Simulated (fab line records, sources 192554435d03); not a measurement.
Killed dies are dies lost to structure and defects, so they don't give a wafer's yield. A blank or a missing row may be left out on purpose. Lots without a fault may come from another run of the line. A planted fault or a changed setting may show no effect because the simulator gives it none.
Chamber matching | flow n5_finfet | N5_BEOL_M8_PECVD_70 on pecvd-01: 3 sister chambers
The step deposits SiO2 from TEOS/O2, target thk 20 nm, time 22.7 s. 20 wafers are shown with their chamber, then 10 later ones without.

WAFERS WITH THEIR CHAMBER
wafer  | chamber | throttle_valve_pct (%) | heater_power_w (W) | showerhead_plenum_p_Torr (Torr)
L074.4 | 2       | 22.0                   | 791                | 8.81
L074.5 | 0       | 20.6                   | 771                | 8.84
L074.6 | 1       | 22.6                   | 665                | 8.85
L077.2 | 2       | 21.8                   | 790                | 8.81
L077.3 | 0       | 20.5                   | 654                | 8.86
L077.6 | 0       | 20.5                   | 661                | 8.83
L081.1 | 1       | 22.7                   | 645                | 8.85
L081.3 | 2       | 22.4                   | 885                | 8.80
L081.5 | 2       | 21.9                   | 895                | 8.81
L082.1 | 1       | 22.4                   | 650                | 8.83
L082.2 | 0       | 20.4                   | 657                | 8.83
L082.3 | 2       | 21.9                   | 852                | 8.83
L085.3 | 0       | 20.4                   | 658                | 8.84
L085.4 | 0       | 20.5                   | 666                | 8.83
L085.6 | 2       | 22.1                   | 870                | 8.81
L088.3 | 1       | 22.5                   | 670                | 8.86
L088.4 | 1       | 22.6                   | 684                | 8.85
L088.6 | 0       | 20.7                   | 739                | 8.82
L089.3 | 1       | 22.4                   | 646                | 8.83
L089.4 | 1       | 22.5                   | 641                | 8.84

SIGNATURES (means of the wafers above)
reading                  | chamber 0 | chamber 1 | chamber 2 | scatter within a chamber
throttle_valve_pct       | 20.514    | 22.529    | 22.017    | 0.148
heater_power_w           | 686.57    | 657.29    | 847.17    | 39.1
showerhead_plenum_p_Torr | 8.8357    | 8.8443    | 8.8117    | 0.0114
Rule: a wafer's distance from a chamber is the root of the sum, over the readings, of the square of ((its reading less the chamber's mean) divided by the reading's scatter). The wafer belongs to the nearest chamber; if the next one is less than 2 further off, it can't be placed. The scatter: the root of (the sum of the squares of (reading less its chamber's mean) over the shown wafers, divided by (wafers less chambers)).

WAFERS WITHOUT THEIR CHAMBER
wafer  | throttle_valve_pct (%) | heater_power_w (W) | showerhead_plenum_p_Torr (Torr)
L089.6 | 21.7                   | 904                | 8.79
L090.2 | 22.2                   | 896                | 8.81
L090.4 | 20.5                   | 753                | 8.85
L090.6 | 22.1                   | 899                | 8.81
L092.2 | 22.2                   | 593                | 8.82
L092.4 | 20.5                   | 616                | 8.86
L092.6 | 22.4                   | 594                | 8.83
L096.1 | 20.6                   | 648                | 8.86
L096.2 | 22.5                   | 688                | 8.82
L096.3 | 22.2                   | 683                | 8.81

WHICH CHAMBER EACH WENT THROUGH
wafer  | from the rows above     | in truth
L089.6 | 2                       | 2
L090.2 | 2                       | 2
L090.4 | 0                       | 0
L090.6 | 2                       | 2
L092.2 | 1                       | 1
L092.4 | 0                       | 0
L092.6 | 1                       | 1
L096.1 | 0                       | 0
L096.2 | 1                       | 1
L096.3 | can't be placed: 1 or 2 | 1
Placed correctly: 9 of 10. Can't be placed from these rows: 1 (the true chamber is among the candidates in 1). Placed wrongly: 0.
